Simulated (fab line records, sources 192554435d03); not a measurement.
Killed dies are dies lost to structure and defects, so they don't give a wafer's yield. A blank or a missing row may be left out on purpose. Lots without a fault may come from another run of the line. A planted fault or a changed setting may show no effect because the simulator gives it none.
fab line records | flow n5_finfet
record lots=5 wafers=15 last_day=17
route steps=1938 shown HKMG_FIN@426
lots that met no fault: from a run of the same line without faults
start_h: hours from the record's first day to the start of the lot's first wafer shown | wait_h: hours since the lot's step before | " the same as in the row above | L1.1+2: a row that stands for several wafers | - no value, or no start given | * or withheld: withheld | < > ~ a bound
route shown NAME@n: a module of which the file shows steps, and the number in the route of the first | usual: mean/standard deviation of fault-free wafers | same: alike in all rows | chamber/n: place in a boat | sites: the reading at each site | _std_site: their standard deviation | _edge_site: outer sites' mean less inner sites' | radius_mm: how far each site lies from the wafer's centre | mask NAME#n: copy n | behind: the tool/chamber that last shaped the wafer | hold: why the lot was held/for how many hours/how that ended | device: the transistor (n, p or np) that didn't switch | end of line: the same wafers' tests at the end of the route | a step without rows: its recipe alone | killed: dies lost to structure and defects at the first sort, not the wafer's yield | map: a wafer's dies, x killed, . not, _ none there
set.NAME: the setting as run; set.NAME@STEP: as run at that earlier step | model.NAME: the simulator's own value behind a step, which no gauge read
lots at some steps of the route; a table a step, a row a wafer
services: from which hour (start_h, from the record's first day; less than 0 if before it) a tool's chamber was out of use, for how many hours, and why
## steps
# step N5_HKMG_FIN_SOFTBAKE_07
# recipe temp_c=110 time_s=60 resist=CAR-ArF
# columns lot.wafer tool chamber start_h wait_h
L077.1+2+3 litho_track-01 0 - -
L078.1+4+5 litho_track-02 0 - -
L084.1+3+5 litho_track-02 0 - -
L090.4+5+6 litho_track-01 0 - -
L094.1+4+5 litho_track-02 0 - -
# step N5_HKMG_FIN_EXPOSE_09
# recipe mask_id=NWFM na=1.35 source_shape=conventional sigma_outer=0.8 polarization=unpolarized dose_mj=39.25
# columns lot.wafer tool chamber start_h wait_h mask
L077.1+2+3 arfi_scanner-02 0 93.82 - NWFM#0
L078.1+4+5 arfi_scanner-01 0 97.64 - NWFM#0
L084.1+3+5 arfi_scanner-01 0 140.22 - NWFM#0
L090.4+5+6 arfi_scanner-01 0 170.68 - NWFM#0
L094.1+4+5 arfi_scanner-01 0 196.29 - NWFM#0
# step N5_HKMG_FIN_PEB_10
# recipe peb_temp_c=withheld peb_time_s=60 resist=CAR-ArF
# columns lot.wafer tool chamber start_h wait_h
L077.1+2+3 litho_track-04 0 93.88 0.1
L078.1+4+5 litho_track-02 0 97.69 0.1
L084.1+3+5 litho_track-04 0 140.28 0.1
L090.4+5+6 litho_track-02 0 170.72 0.0
L094.1+4+5 litho_track-02 0 196.35 0.1
# step N5_HKMG_FIN_DEVELOP_11
# recipe develop_time_s=30 developer=TMAH resist=CAR-ArF dev_temp_c=23 rinse_liquid=diw dry=air_spin
# columns lot.wafer tool chamber start_h wait_h
L077.1+2+3 litho_track-04 0 - -
L078.1+4+5 litho_track-02 0 - -
L084.1+3+5 litho_track-04 0 - -
L090.4+5+6 litho_track-02 0 - -
L094.1+4+5 litho_track-02 0 - -
# step N5_HKMG_FIN_CD_MEAS_12
# recipe target_cd_nm=92.8 landing_energy_ev=500 detector=se_inlens
# usual cd_nm=93.0/0.7
# columns lot.wafer tool chamber start_h wait_h cd_nm
L077.1 cd_sem-03 0 93.94 - 93.3
L077.2 " 0 " " 92.8
L077.3 " 0 " " 93.5
L078.1 cd_sem-02 0 97.76 - 91.9
L078.4 " 0 " " 92.9
L078.5 " 0 " " 93.2
L084.1 cd_sem-01 0 140.34 - 93.0
L084.3 " 0 " " 93.7
L084.5 " 0 " " 93.3
L090.4 cd_sem-02 0 170.79 - 92.4
L090.5 " 0 " " 91.9
L090.6 " 0 " " 92.6
L094.1 cd_sem-03 0 196.42 - 94.7
L094.4 " 0 " " 93.0
L094.5 " 0 " " 93.8
# step N5_HKMG_FIN_OVL_MEAS_13
# recipe points_per_wafer=44
# usual NWFM_OVL=0.3/0.63
# columns lot.wafer tool chamber start_h wait_h NWFM_OVL[nm]
L077.1 overlay-02 0 93.97 0.0 0.2
L077.2 " 0 " " 0.6
L077.3 " 0 " " -0.3
L078.1 overlay-01 0 97.79 0.0 0.7
L078.4 " 0 " " -0.5
L078.5 " 0 " " 0.6
L084.1 overlay-02 0 140.38 0.0 1.6
L084.3 " 0 " " 1.1
L084.5 " 0 " " 0.2
L090.4 overlay-02 0 170.82 0.0 0.9
L090.5 " 0 " " 0.7
L090.6 " 0 " " -0.4
L094.1 overlay-02 0 196.45 0.0 0.0
L094.4 " 0 " " -0.2
L094.5 " 0 " " 0.6
# step N5_HKMG_FIN_INSPECT_14
# recipe mode=adi inspect_instrument=macro
# usual raw_defect_count=2.2/1.3
# columns lot.wafer tool chamber start_h wait_h raw_defect_count
L077.1 defect_inspect-02 - 94.00 0.0 3
L077.2 " - " " 4
L077.3 " - " " 3
L078.1 defect_inspect-01 - 97.82 0.0 4
L078.4 " - " " 4
L078.5 " - " " 5
L084.1 defect_inspect-01 - 140.40 0.0 3
L084.3 " - " " 1
L084.5 " - " " 2
L090.4 defect_inspect-01 - 170.84 0.0 2
L090.5 " - " " 1
L090.6 " - " " 3
L094.1 defect_inspect-01 - 196.47 0.0 2
L094.4 " - " " 4
L094.5 " - " " 4
# step N5_HKMG_FIN_DESCUM_17
# recipe chemistry=O2 time_s=7.9 source_power_w=50 bias_power_w=20 pressure_mtorr=20 rf_frequency_hz=2.712e+07 temp_c=40 resist=CAR-ArF o2_flow_sccm=225
# usual drypump_motor_current_A=5.7/0.39 oes_product_au=0.83/0.095 rf_fwd_power_W=49.35/0.2 rf_vpp_V=243.4/1.3 showerhead_plenum_p_Torr=2.11/0.063 throttle_valve_pct=20.45/0.16
# columns lot.wafer tool chamber start_h wait_h drypump_motor_current_A oes_product_au rf_fwd_power_W rf_hours_counter_h rf_vpp_V showerhead_plenum_p_Torr throttle_valve_pct
L077.1 rie_diel-06 1 94.03 0.0 6.1 0.72 49.61 185 240.7 1.98 20.35
L077.2 " 2 " " 5.3 0.90 49.53 27 245.5 2.23 20.21
L077.3 " 0 " " 5.3 0.76 49.21 138 244.3 2.10 20.61
L078.1 rie_diel-01 1 97.85 0.0 6.1 0.89 49.22 47 243.4 2.13 20.43
L078.4 " 3 " " 5.6 0.72 49.48 - 244.7 2.18 20.64
L078.5 " 0 " " 5.4 0.90 49.57 - 245.0 2.16 20.38
L084.1 rie_diel-05 2 141.83 1.4 5.8 0.89 49.24 33 242.9 2.05 20.60
L084.3 " 0 " " 5.8 0.81 49.66 83 242.6 2.12 20.11
L084.5 " 1 " " 5.8 0.94 49.38 - 243.4 2.04 20.44
L090.4 rie_diel-01 1 171.18 0.3 6.1 0.84 49.58 79 244.0 2.12 20.46
L090.5 " 2 " " 4.9 0.93 49.46 - 243.5 2.16 20.34
L090.6 " 3 " " 5.6 0.70 49.26 - 243.1 2.17 20.70
L094.1 rie_diel-06 1 196.51 0.0 6.2 0.70 49.34 217 241.8 1.97 20.40
L094.4 " 2 " " 5.3 0.85 49.54 58 244.0 2.21 20.27
L094.5 " 2 " " 5.2 0.85 49.51 - 244.9 2.21 20.28
# step N5_HKMG_FIN_ETCH_31
# recipe chemistry=CF4 target=SiARC target_depth_a=455 mask_material=CAR-ArF time_s=75.8 ion_energy_ev=80 pressure_mtorr=40 source_w=545 bias_w=36 Ar_flow_sccm=100 cf4_flow_sccm=100 ends=cleared
# usual drypump_motor_current_A=5.7/0.39 etch_rf_on_time_s=74.7/1.3 oes_product_au=0.71/0.083 rf_fwd_power_W=539.1/2.2 rf_vpp_V=184.2/1 showerhead_plenum_p_Torr=2.15/0.056 throttle_valve_pct=15.56/0.21
# columns lot.wafer tool chamber start_h wait_h drypump_motor_current_A etch_rf_on_time_s oes_product_au rf_fwd_power_W rf_hours_counter_h rf_vpp_V showerhead_plenum_p_Torr throttle_valve_pct
L077.1 rie_diel-06 1 94.07 0.0 6.2 77.7 0.62 540.8 185 183.1 2.05 15.69
L077.2 " 2 " " 5.2 75.3 0.77 540.4 27 185.8 2.26 15.30
L077.3 " 0 " " 5.3 76.6 0.65 537.9 138 183.5 2.15 15.75
L078.1 rie_diel-01 1 97.89 0.0 6.1 73.7 0.76 536.5 47 184.2 2.18 15.56
L078.4 " 3 " " 5.6 75.6 0.61 536.4 - 183.3 2.22 15.82
L078.5 " 0 " " 5.4 73.7 0.79 539.2 - 185.0 2.18 15.35
L084.1 rie_diel-05 2 141.87 0.0 5.8 72.9 0.78 539.3 33 182.6 2.09 15.63
L084.3 " 0 " " 5.7 74.7 0.70 540.2 83 183.6 2.17 15.21
L084.5 " 1 " " 5.9 75.8 0.78 541.0 - 183.9 2.08 15.50
L090.4 rie_diel-01 1 171.22 0.0 6.1 75.3 0.72 535.8 79 185.6 2.17 15.62
L090.5 " 2 " " 4.9 74.3 0.81 536.9 - 183.1 2.17 15.22
L090.6 " 3 " " 5.6 76.7 0.58 537.8 - 184.8 2.21 15.89
L094.1 rie_diel-06 1 196.54 0.0 6.1 76.9 0.60 541.5 217 183.8 2.04 15.73
L094.4 " 2 " " 5.3 74.9 0.73 540.5 58 183.8 2.25 15.36
L094.5 " 2 " " 5.3 74.5 0.73 541.8 - 185.8 2.25 15.38
# step N5_HKMG_FIN_ETCH_32
# recipe chemistry=N2/H2 target=SOC target_depth_a=2400 temp_c=40 time_s=300 ion_energy_ev=200 mask_material=SiARC pressure_mtorr=30 source_w=840 bias_w=150 n2_flow_sccm=200 h2_flow_sccm=200
# usual drypump_motor_current_A=5.7/0.4 oes_product_au=0.83/0.099 rf_fwd_power_W=837.7/2.2 rf_vpp_V=524.4/1.9 showerhead_plenum_p_Torr=2.56/0.074 throttle_valve_pct=17.81/0.18
# columns lot.wafer tool chamber start_h wait_h drypump_motor_current_A oes_product_au rf_fwd_power_W rf_hours_counter_h rf_vpp_V showerhead_plenum_p_Torr throttle_valve_pct
L077.1 rie_diel-06 1 94.12 0.0 6.2 0.71 838.5 185 520.8 2.42 17.94
L077.2 " 2 " " 5.3 0.90 839.4 27 528.6 2.70 17.61
L077.3 " 0 " " 5.3 0.76 838.3 138 523.6 2.56 18.11
L078.1 rie_diel-01 1 97.94 0.0 6.1 0.90 840.6 47 525.5 2.56 17.67
L078.4 " 3 " " 5.6 0.70 838.8 - 525.6 2.63 17.97
L078.5 " 0 " " 5.4 0.91 835.0 - 525.0 2.57 17.55
L084.1 rie_diel-05 2 141.92 0.0 5.8 0.91 836.9 34 522.5 2.48 17.83
L084.3 " 0 " " 5.7 0.81 837.8 83 524.5 2.59 17.59
L084.5 " 1 " " 5.9 0.93 837.4 - 524.1 2.47 17.81
L090.4 rie_diel-01 1 171.27 0.0 6.2 0.85 837.9 79 525.5 2.55 17.72
L090.5 " 2 " " 4.9 0.95 835.8 - 523.8 2.60 17.61
L090.6 " 3 " " 5.6 0.69 834.1 - 526.3 2.62 18.04
L094.1 rie_diel-06 1 196.60 0.0 6.2 0.70 838.3 217 520.4 2.40 17.99
L094.4 " 2 " " 5.3 0.86 838.7 58 527.0 2.69 17.67
L094.5 " 2 " " 5.3 0.85 841.0 - 528.0 2.69 17.67
# step N5_HKMG_FIN_STRIP_33
# recipe chemistry=N2/H2 temp_c=40 n2_flow_sccm=200 h2_flow_sccm=200 rf_frequency_hz=6e+07
# columns lot.wafer tool chamber start_h wait_h
L077.1+2+3 rie_diel-06 1,2,0 94.30 0.1
L078.1+4+5 rie_diel-01 1,3,0 98.12 0.1
L084.1+3+5 rie_diel-05 2,0,1 142.10 0.1
L090.4+5+6 rie_diel-01 1,2,3 171.45 0.1
L094.1+4+5 rie_diel-06 1,2,2 196.78 0.1
# step N5_HKMG_FIN_STRIP_34
# recipe chemistry=CF4 resist=SiARC power_w=300 bias_power_w=75 pressure_mtorr=50 cf4_flow_sccm=150 rf_frequency_hz=6e+07
# usual drypump_motor_current_A=5.7/0.39 oes_product_au=0.82/0.09 rf_fwd_power_W=293.6/1.4 rf_vpp_V=271.3/1.3 showerhead_plenum_p_Torr=1.81/0.047 throttle_valve_pct=13.53/0.23
# columns lot.wafer tool chamber start_h wait_h drypump_motor_current_A oes_product_au rf_fwd_power_W rf_hours_counter_h rf_vpp_V showerhead_plenum_p_Torr throttle_valve_pct
L077.1 rie_diel-06 1 94.31 0.0 6.2 0.73 - 185 270.1 1.72 13.66
L077.2 " 2 " " 5.3 0.89 295.7 27 274.8 1.90 13.29
L077.3 " 0 " " 5.3 0.75 291.7 138 270.8 1.81 13.76
L078.1 rie_diel-01 1 98.13 0.0 6.1 0.86 293.4 47 272.3 1.83 13.48
L078.4 " 3 " " 5.6 0.71 292.2 - 272.7 1.86 13.83
L078.5 " 0 " " 5.4 0.88 293.9 - 271.1 1.83 13.34
L084.1 rie_diel-05 2 142.11 0.0 5.8 0.88 292.7 34 273.7 1.76 13.60
L084.3 " 0 " " 5.7 0.80 293.8 83 271.9 1.81 13.16
L084.5 " 1 " " 5.9 0.90 293.2 - 270.9 1.75 13.44
L090.4 rie_diel-01 1 171.46 0.0 6.1 0.82 293.2 79 272.0 1.82 13.55
L090.5 " 2 " " 4.9 0.92 291.3 - 273.2 1.81 13.13
L090.6 " 3 " " 5.6 0.68 293.9 - 271.3 1.85 13.87
L094.1 rie_diel-06 1 196.79 0.0 6.1 0.70 296.2 217 269.5 1.71 13.75
L094.4 " 2 " " 5.3 0.84 293.9 59 272.6 1.89 13.37
L094.5 " 2 " " 5.2 0.84 294.5 - 273.2 1.89 13.37
# step N5_HKMG_FIN_ETCH_35
# recipe chemistry=N2/H2 target=SOC target_depth_a=2158 ion_energy_ev=65 bias_w=5 source_w=3000 time_s=243.4 pressure_mtorr=30 n2_flow_sccm=200 h2_flow_sccm=200
# usual drypump_motor_current_A=5.7/0.39 oes_product_au=0.83/0.099 rf_fwd_power_W=2991/10 rf_vpp_V=141.9/0.99 showerhead_plenum_p_Torr=2.56/0.076 throttle_valve_pct=17.82/0.18
# columns lot.wafer tool chamber start_h wait_h drypump_motor_current_A oes_product_au rf_fwd_power_W rf_hours_counter_h rf_vpp_V showerhead_plenum_p_Torr throttle_valve_pct
L077.1 rie_diel-06 1 94.33 0.0 6.1 0.72 2992 186 141.4 2.42 17.93
L077.2 " 2 " " 5.3 0.89 3010 27 143.6 2.70 17.62
L077.3 " 0 " " 5.3 0.76 2988 138 141.3 2.56 18.12
L078.1 rie_diel-01 1 98.15 0.0 6.1 0.90 2982 47 141.7 2.56 17.70
L078.4 " 3 " " 5.6 0.71 2989 - 141.6 2.63 17.98
L078.5 " 0 " " 5.4 0.91 2981 - 143.6 2.57 17.56
L084.1 rie_diel-05 2 142.13 0.0 5.8 0.91 2985 34 141.8 2.48 17.82
L084.3 " 0 " " 5.7 0.81 3008 83 142.7 2.59 17.59
L084.5 " 1 " " 5.9 0.91 2988 - 140.8 2.47 17.82
L090.4 rie_diel-01 1 171.48 0.0 6.1 0.85 2985 79 142.7 2.55 17.75
L090.5 " 2 " " 4.9 0.95 2990 - 142.2 2.60 17.61
L090.6 " 3 " " 5.6 0.69 3005 - 141.8 2.62 18.04
L094.1 rie_diel-06 1 196.81 0.0 6.2 0.69 3001 218 143.1 2.40 17.98
L094.4 " 2 " " 5.3 0.85 2991 59 142.4 2.69 17.69
L094.5 " 2 " " 5.3 0.86 2975 - 141.6 2.69 17.68
# step N5_HKMG_FIN_STRIP_92
# recipe chemistry=N2/H2 material=SOC time_s=20 power_w=500 temp_c=40 pressure_mtorr=50 rf_frequency_hz=6e+07 bias_power_w=8 h2_frac=0.5 n2_flow_sccm=300 h2_flow_sccm=300
# usual drypump_motor_current_A=5.7/0.39 oes_product_au=0.83/0.096 rf_fwd_power_W=496.1/1.4 rf_vpp_V=54.2/0.85 showerhead_plenum_p_Torr=3.38/0.096 throttle_valve_pct=19.00/0.22
# columns lot.wafer tool chamber start_h wait_h drypump_motor_current_A oes_product_au rf_fwd_power_W rf_hours_counter_h rf_vpp_V showerhead_plenum_p_Torr throttle_valve_pct
L077.1 rie_diel-06 1 94.48 0.1 6.1 0.72 497.0 186 53.0 3.20 19.45
L077.2 " 2 " " 5.2 0.89 496.1 27 54.8 3.56 18.85
L077.3 " 0 " " 5.4 0.76 495.2 138 53.5 3.38 19.38
L078.1 rie_diel-01 1 98.30 0.1 6.1 0.90 493.0 47 55.6 3.39 18.83
L078.4 " 3 " " 5.6 0.71 493.9 - 54.2 3.47 19.09
L078.5 " 0 " " 5.4 0.93 496.4 - 54.7 3.40 18.77
L084.1 rie_diel-05 2 142.28 0.1 5.8 0.89 496.6 34 53.7 3.28 18.79
L084.3 " 0 " " 5.7 0.81 496.5 83 55.1 3.42 18.88
L084.5 " 1 " " 5.9 0.91 496.7 - 54.8 3.27 19.12
L090.4 rie_diel-01 1 171.63 0.1 6.1 0.84 497.2 79 55.1 3.37 18.87
L090.5 " 2 " " 4.9 0.93 496.0 - 52.4 3.43 18.85
L090.6 " 3 " " 5.6 0.68 496.7 - 54.9 3.45 19.14
L094.1 rie_diel-06 1 196.96 0.1 6.1 0.69 496.5 218 53.1 3.18 19.53
L094.4 " 2 " " 5.3 0.84 497.7 59 56.7 3.54 18.90
L094.5 " 2 " " 5.3 0.85 495.8 - 54.6 3.54 18.91
# step N5_HKMG_FIN_WET_ETCH_18
# recipe chemistry=SC1 target=TiN mix=1:1:5 temp_c=* time_s=55 target_depth_nm=5.2 dry=ipa_marangoni rinse_time_s=30 rinse_temp_c=23
# usual diw_flow_mL_min=1071.7/3
# columns lot.wafer tool chamber start_h wait_h diw_flow_mL_min
L077.1 wet_bench-05 7 94.56 0.1 1070.8
L077.2 " 3 " " 1076.0
L077.3 " 4 " " 1074.5
L078.1 wet_bench-05 2 98.38 0.1 1074.7
L078.4 " 4 " " 1075.4
L078.5 " 1 " " 1071.5
L084.1 wet_bench-05 3 142.37 0.1 1071.5
L084.3 " 4 " " 1070.5
L084.5 " 2 " " 1069.5
L090.4 wet_bench-06 0 171.72 0.1 1069.7
L090.5 " 4 " " 1072.0
L090.6 " 3 " " 1069.4
L094.1 wet_bench-01 2 197.25 0.3 1073.1
L094.4 " 0 " " 1070.6
L094.5 " 7 " " 1073.0
# step N5_HKMG_FIN_STRIP_19
# recipe chemistry=N2/H2 power_w=2500 temp_c=300 h2_frac=0.65 time_s=360 pressure_mtorr=withheld n2_flow_sccm=1750 h2_flow_sccm=3250
# usual drypump_motor_current_A=5.7/0.31 heater_power_w=497/44
# columns lot.wafer tool chamber start_h wait_h drypump_motor_current_A heater_power_w rf_hours_counter_h
L077.1 plasma_asher-02 0 94.63 0.0 5.5 510 39
L077.2 " 1 " " 5.9 517 39
L077.3 " 0 " " 5.5 509 -
L078.1 plasma_asher-01 0 98.45 0.0 5.4 413 95
L078.4 " 0 " " 5.4 414 -
L078.5 " 0 " " 5.3 434 -
L084.1 plasma_asher-01 1 142.43 0.0 6.1 533 104
L084.3 " 1 " " 6.1 529 -
L084.5 " 0 " " 5.4 430 -
L090.4 plasma_asher-01 0 171.90 0.1 5.4 411 -
L090.5 " 1 " " 6.1 536 -
L090.6 " 0 " " 5.3 424 -
L094.1 plasma_asher-02 1 197.32 0.0 6.0 516 58
L094.4 " 1 " " 5.9 516 -
L094.5 " 1 " " 6.0 521 -
# step N5_HKMG_FIN_ALD_91
# recipe material=TiN target_thk_a=10 temp_c=400 ald_precursor_family=TiCl4 ald_co_reactant=NH3 pulse_time_s=1 purge_time_s=3 co_reactant_purge_time_s=2 co_reactant_pulse_time_s=2 ald_cycles=47 pressure_torr=3
# usual heater_power_w=881/78 precursor_pulse_height_rel=1.000/0.02
# columns lot.wafer tool chamber start_h wait_h heater_power_w precursor_pulse_height_rel
L077.1 ald_metal-03 0 95.01 0.3 805 0.991
L077.2 " 2 " " 833 1.039
L077.3 " 3 " " 1031 1.023
L078.1 ald_metal-03 1 98.83 0.3 924 0.986
L078.4 " 2 " " 820 1.005
L078.5 " 3 " " 1027 1.010
L084.1 ald_metal-04 1 142.81 0.3 942 1.014
L084.3 " 3 " " 831 1.049
L084.5 " 3 " " 847 0.986
L090.4 ald_metal-03 1 172.16 0.1 927 0.965
L090.5 " 2 " " 832 0.981
L090.6 " 3 " " 1027 1.001
L094.1 ald_metal-04 2 197.70 0.3 992 1.000
L094.4 " 3 " " 836 1.000
L094.5 " 3 " " 825 0.986
# step N5_HKMG_FIN_COAT_85
# recipe resist=SOC temp_c=250 time_s=60 spin_rpm=1500 resist_thk_nm=300
# columns lot.wafer tool chamber start_h wait_h
L077.1+2+3 litho_track-01 0 95.28 0.2
L078.1+4+5 litho_track-02 0 99.10 0.2
L084.1+3+5 litho_track-01 0 143.09 0.2
L090.4+5+6 litho_track-04 0 172.45 0.2
L094.1+4+5 litho_track-01 0 197.98 0.2
# step N5_HKMG_FIN_ETCH_86
# recipe chemistry=N2/H2 target=SOC target_depth_a=3932 stop_on=TiN ion_energy_ev=100 bias_w=61 pressure_mtorr=30 source_w=850 n2_flow_sccm=200 h2_flow_sccm=200
# usual drypump_motor_current_A=5.7/0.39 oes_product_au=0.81/0.093 rf_fwd_power_W=844/3.2 rf_vpp_V=240.9/1.2 showerhead_plenum_p_Torr=2.57/0.075 throttle_valve_pct=17.79/0.19
# columns lot.wafer tool chamber start_h wait_h drypump_motor_current_A oes_product_au rf_fwd_power_W rf_hours_counter_h rf_vpp_V showerhead_plenum_p_Torr throttle_valve_pct
L077.1 rie_diel-05 2 95.35 - 5.8 0.93 844 15 240.7 2.49 17.76
L077.2 " 3 " " 6.3 0.70 845 212 240.1 2.64 18.03
L077.3 " 1 " " 5.9 0.97 845 4 238.2 2.48 17.76
L078.1 rie_diel-05 1 99.17 - 5.9 0.96 843 5 239.7 2.48 17.77
L078.4 " 0 " " 5.8 0.82 846 66 242.2 2.60 17.53
L078.5 " 0 " " 5.7 0.82 845 - 241.5 2.60 17.53
L084.1 rie_diel-01 0 143.21 - 5.4 0.87 845 50 241.0 2.57 17.55
L084.3 " 2 " " 4.9 0.94 844 13 242.6 2.61 17.58
L084.5 " 0 " " 5.4 0.87 842 - 241.8 2.57 17.55
L090.4 rie_diel-05 2 172.55 - 5.8 0.87 838 46 239.1 2.48 17.81
L090.5 " 1 " " 5.9 0.89 841 - 239.9 2.47 17.81
L090.6 " 2 " " 5.8 0.88 839 - 240.7 2.48 17.82
L094.1 rie_diel-01 3 198.04 - 5.6 0.68 846 230 242.0 2.61 18.03
L094.4 " 0 " " 5.4 0.84 846 72 242.5 2.56 17.60
L094.5 " 3 " " 5.6 0.68 842 - 242.4 2.61 18.00
# step N5_HKMG_FIN_STRIP_89
# recipe chemistry=N2/H2 material=SOC time_s=20 power_w=500 temp_c=40 pressure_mtorr=50 rf_frequency_hz=6e+07 bias_power_w=8 h2_frac=0.5 n2_flow_sccm=300 h2_flow_sccm=300
# usual drypump_motor_current_A=5.7/0.4 oes_product_au=0.82/0.098 rf_fwd_power_W=497.2/1.8 rf_vpp_V=54.2/0.94 showerhead_plenum_p_Torr=3.39/0.095 throttle_valve_pct=19.00/0.21
# columns lot.wafer tool chamber start_h wait_h drypump_motor_current_A oes_product_au rf_fwd_power_W rf_hours_counter_h rf_vpp_V showerhead_plenum_p_Torr throttle_valve_pct
L077.1 rie_diel-05 2 95.41 0.0 5.8 0.93 496.9 16 53.4 3.29 18.75
L077.2 " 3 " " 6.3 0.71 499.0 212 54.5 3.48 19.06
L077.3 " 1 " " 5.9 0.97 496.3 4 54.0 3.28 19.09
L078.1 rie_diel-05 1 99.23 0.0 5.9 0.97 496.3 5 53.7 3.28 19.09
L078.4 " 0 " " 5.7 0.84 497.3 66 54.6 3.43 18.85
L078.5 " 0 " " 5.8 0.83 496.4 - 54.1 3.43 18.84
L084.1 rie_diel-01 0 143.27 0.0 5.4 0.90 499.1 50 53.8 3.39 18.80
L084.3 " 2 " " 4.9 0.96 498.0 13 53.4 3.44 18.83
L084.5 " 0 " " 5.4 0.90 497.6 - 55.2 3.39 18.81
L090.4 rie_diel-05 2 172.61 0.0 5.8 0.88 499.2 46 53.5 3.27 18.79
L090.5 " 1 " " 5.9 0.89 498.3 - 53.4 3.26 19.13
L090.6 " 2 " " 5.8 0.88 497.7 - 54.2 3.27 18.81
L094.1 rie_diel-01 3 198.10 0.0 5.6 0.68 495.6 230 53.5 3.45 19.14
L094.4 " 0 " " 5.5 0.87 495.1 72 54.3 3.38 18.85
L094.5 " 3 " " 5.6 0.68 496.7 - 55.6 3.45 19.15
# step N5_HKMG_FIN_WET_ETCH_87
# recipe chemistry=SC1 target=TiN mix=1:2:40 temp_c=50 time_s=154.2 target_depth_nm=4.7 dry=ipa_marangoni rinse_time_s=30 rinse_temp_c=23
# usual diw_flow_mL_min=1396/4.1
# columns lot.wafer tool chamber start_h wait_h diw_flow_mL_min
L077.1 wet_bench-06 2 95.52 0.1 1393
L077.2 " 6 " " 1395
L077.3 " 0 " " 1394
L078.1 wet_bench-06 3 99.33 0.1 1394
L078.4 " 0 " " 1388
L078.5 " 7 " " 1395
L084.1 wet_bench-06 6 143.37 0.1 1393
L084.3 " 2 " " 1394
L084.5 " 5 " " 1396
L090.4 wet_bench-06 2 172.71 0.1 1397
L090.5 " 3 " " 1395
L090.6 " 4 " " 1397
L094.1 wet_bench-01 7 198.20 0.1 1398
L094.4 " 6 " " 1404
L094.5 " 4 " " 1394
# step N5_HKMG_FIN_STRIP_88
# recipe chemistry=N2/H2 power_w=2500 temp_c=300 h2_frac=0.65 time_s=360 pressure_mtorr=withheld n2_flow_sccm=1750 h2_flow_sccm=3250
# usual drypump_motor_current_A=5.8/0.31 heater_power_w=496/46
# columns lot.wafer tool chamber start_h wait_h drypump_motor_current_A heater_power_w rf_hours_counter_h
L077.1 plasma_asher-01 0 95.61 0.0 5.4 418 94
L077.2 " 1 " " 6.2 534 94
L077.3 " 0 " " 5.4 422 -
L078.1 plasma_asher-01 1 99.42 0.0 6.1 535 95
L078.4 " 0 " " 5.4 426 -
L078.5 " 0 " " 5.4 425 -
L084.1 plasma_asher-01 1 143.46 0.0 6.2 542 104
L084.3 " 1 " " 6.2 542 -
L084.5 " 1 " " 6.1 539 -
L090.4 plasma_asher-01 1 172.92 0.1 6.2 526 -
L090.5 " 1 " " 6.2 527 -
L090.6 " 0 " " 5.4 421 -
L094.1 plasma_asher-02 0 198.30 0.0 5.5 520 59
L094.4 " 0 " " 5.6 525 -
L094.5 " 0 " " 5.6 512 -
# step N5_HKMG_FIN_NWFM_ALD_20
# recipe material=TiAlC target_thk_a=20 temp_c=300 ald_precursor_family=TiCl4 ald_co_reactant=TEA pulse_time_s=3 purge_time_s=2 co_reactant_purge_time_s=2 co_reactant_pulse_time_s=10 ald_cycles=7 pressure_torr=3
# usual heater_power_w=498/42 precursor_pulse_height_rel=1.000/0.02
# columns lot.wafer tool chamber start_h wait_h heater_power_w precursor_pulse_height_rel
L077.1 ald_metal-04 1 96.00 0.3 518 1.017
L077.2 " 3 " " 469 0.970
L077.3 " 2 " " 539 0.993
L078.1 ald_metal-04 0 99.80 0.3 516 1.001
L078.4 " 2 " " 566 0.975
L078.5 " 2 " " 545 0.987
L084.1 ald_metal-01 2 143.84 0.3 438 0.974
L084.3 " 0 " " 441 0.984
L084.5 " 2 " " 452 0.978
L090.4 ald_metal-01 2 173.19 0.1 446 1.014
L090.5 " 0 " " 430 1.029
L090.6 " 3 " " 476 1.008
L094.1 ald_metal-01 1 198.68 0.3 503 0.987
L094.4 " 2 " " 457 0.970
L094.5 " 3 " " 488 1.019
# step N5_HKMG_FIN_ALD_71
# recipe material=TiN target_thk_a=10 temp_c=400 ald_precursor_family=TiCl4 ald_co_reactant=NH3 pulse_time_s=1 purge_time_s=3 co_reactant_purge_time_s=2 co_reactant_pulse_time_s=2 ald_cycles=47 pressure_torr=3
# usual heater_power_w=889/77 precursor_pulse_height_rel=1.001/0.019
# columns lot.wafer tool chamber start_h wait_h heater_power_w precursor_pulse_height_rel
L077.1 ald_metal-04 1 96.10 0.0 958 1.025
L077.2 " 3 " " 847 1.003
L077.3 " 2 " " 989 0.971
L078.1 ald_metal-04 0 99.90 0.0 922 1.003
L078.4 " 2 " " 957 0.996
L078.5 " 2 " " 957 0.994
L084.1 ald_metal-01 2 143.94 0.0 791 0.981
L084.3 " 0 " " 780 0.974
L084.5 " 2 " " 789 1.022
L090.4 ald_metal-01 2 173.29 0.0 790 0.975
L090.5 " 0 " " 779 1.003
L090.6 " 3 " " 880 1.027
L094.1 ald_metal-01 1 198.78 0.0 851 1.022
L094.4 " 2 " " 804 1.037
L094.5 " 3 " " 847 1.012
# step N5_HKMG_FIN_COAT_66
# recipe resist=SOC temp_c=250 time_s=60 spin_rpm=1500 resist_thk_nm=300
# columns lot.wafer tool chamber start_h wait_h
L077.1+2+3 litho_track-04 0 96.37 0.2
L078.1+4+5 litho_track-04 0 100.18 0.2
L084.1+3+5 litho_track-02 0 144.21 0.2
L090.4+5+6 litho_track-04 0 173.58 0.2
L094.1+4+5 litho_track-02 0 199.07 0.2
## services
# columns tool chamber start_h hours kind
arfi_scanner-01 - 71.94 0.8 pm
plasma_asher-02 - 76.29 0.6 repair
ald_metal-04 - 76.84 6.0 pm
rie_diel-01 2 79.53 - clean
arfi_scanner-02 - 80.51 1.3 pm
arfi_scanner-01 - 85.29 1.3 pm
rie_diel-05 1 89.71 3.3 repair
ald_metal-01 - 99.18 1.3 repair
rie_diel-06 3 100.54 10.5 repair
arfi_scanner-01 - 111.27 1.5 pm
ald_metal-03 - 122.27 14.6 pm
rie_diel-06 - 125.58 28.1 pm
arfi_scanner-02 - 127.80 1.0 pm
rie_diel-01 2 128.72 2.3 repair
arfi_scanner-02 - 135.63 0.7 repair
wet_bench-06 - 138.05 2.8 repair
arfi_scanner-02 - 139.19 4.9 pm
arfi_scanner-01 - 144.70 1.6 repair
ald_metal-01 2 146.20 3.4 repair
arfi_scanner-01 - 147.73 8.5 repair
arfi_scanner-02 - 160.44 11.6 repair
arfi_scanner-01 - 172.78 1.0 pm
arfi_scanner-02 - 174.32 1.2 repair
ald_metal-04 - 198.45 2.6 repair
## key
fault none
